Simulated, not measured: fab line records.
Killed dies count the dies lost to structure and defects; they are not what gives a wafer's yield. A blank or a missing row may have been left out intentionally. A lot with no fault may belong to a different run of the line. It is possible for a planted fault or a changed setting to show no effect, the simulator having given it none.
A struck lot beside a sound one / flow nandHarc / 14 out of 1302 route steps
Sound: the wafers L954.1, L954.5, L954.6. The struck wafers were L947.4, L947.5. At the end, the cause is stated.
At each step with rows: each side's tool, then ch and its chambers, then its first start. Under that, the readings that differ: sound wafers / struck wafers / difference of the means / sigmas: that difference in standard deviations of wafers without a fault.
alike: words and numbers the same on both sides, and readings whose means are apart by under 2 such deviations; not compared: readings that were withheld, readings missing a value for some wafer, numbers with overlapping values and no deviation given by the record, and bounds like >300 which may hide the same value.
A row with sigmas, a row that says differs or no value, or rows on one side alone: a step with any of these is where the two part. When numbers do not overlap yet have no deviation, they are printed without sigmas and do not part them. Lack of a reading on every wafer of one side parts them only where that side has two or more wafers.

NHARC_A_M1_INSPECT_27:
  sound on defectInspect-01 at day 31 00:31; struck on defectInspect-02 at day 29 04:29
  alike: rawDefectCount
NHARC_A_M1_PRE_CLEAN_32: time 12 s.
  sound on pecvd-02 ch 0,2, day 31 00:36; struck on pecvd-02 ch 0,1, day 29 04:35
  alike: heaterPowerW
  not compared: sinceWetCleanH
NHARC_A_M1_DEP_33: deposits SiCN, target thk 30 nm.
  sound on pecvd-02 ch 0,2, day 31 00:44; struck on pecvd-02 ch 0,1, day 29 04:47
  alike: heaterPowerW
  not compared: sinceWetCleanH
NHARC_A_BONDPAD_DEP_00: deposits SiCN, target thk 250 nm.
  sound on pecvd-01 ch 0,1,2, day 31 01:18; struck on pecvd-03 ch 0,1, day 29 05:19
  alike: heaterPowerW
  not compared: sinceWetCleanH
NHARC_A_BONDPAD_CMP_29: polishes SiCN, target thk 200 nm.
  sound on cmp-03 ch 2,3, day 31 01:38; struck on cmp-03 ch 0,1, day 29 05:36
  alike: motorCurrentA, slurryFlowMlMin
NHARC_A_BONDPAD_THK_MEAS_30: measures by ellipsometry.
  sound on filmMetro-02 at day 31 01:52; struck on filmMetro-02 at day 29 05:50
  alike: thkNm
then, 5 steps without rows for these wafers: NHARC_A_BONDPAD_SRD_31; NHARC_A_BONDPAD_DEHYDRATE_01 (time 120 s); NHARC_A_BONDPAD_HMDS_02 (time 30 s); NHARC_A_BONDPAD_COAT_33 (time 65 s); NHARC_A_BONDPAD_COAT_03 (resist thk 600 nm).
NHARC_A_BONDPAD_SOFTBAKE_04: time 70 s.
  sound on lithoTrack-02 ch 0, day 31 02:00; struck on lithoTrack-03 ch 0, day 29 05:00
reading=heaterPowerTotalW (W); sound=200.0 201.3 202.6; struck=206.2 206.4; difference=+5.0; sigmas=+4
after that, 1 step had no rows for these wafers: NHARC_A_BONDPAD_EBR_05.
NHARC_END_SORT_01:
  sound on prober-01 ch 0, day 32 15:56; struck on prober-02 ch 0, day 30 16:58
  alike: defectLimitedYield, killedAtArray, killedAtOther, killedAtPeriphery, killedDies, killedOpen, killedShort

## WHERE THEY PART
NHARC_A_BONDPAD_SOFTBAKE_04 only, going by this record. Later steps at which nothing parts them and some readings are alike: NHARC_END_SORT_01.

WHY: the cause the simulator had injected
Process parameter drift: lithoTrack-03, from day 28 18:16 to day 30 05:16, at NHARC_A_BONDPAD_SOFTBAKE_04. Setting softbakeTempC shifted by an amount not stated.
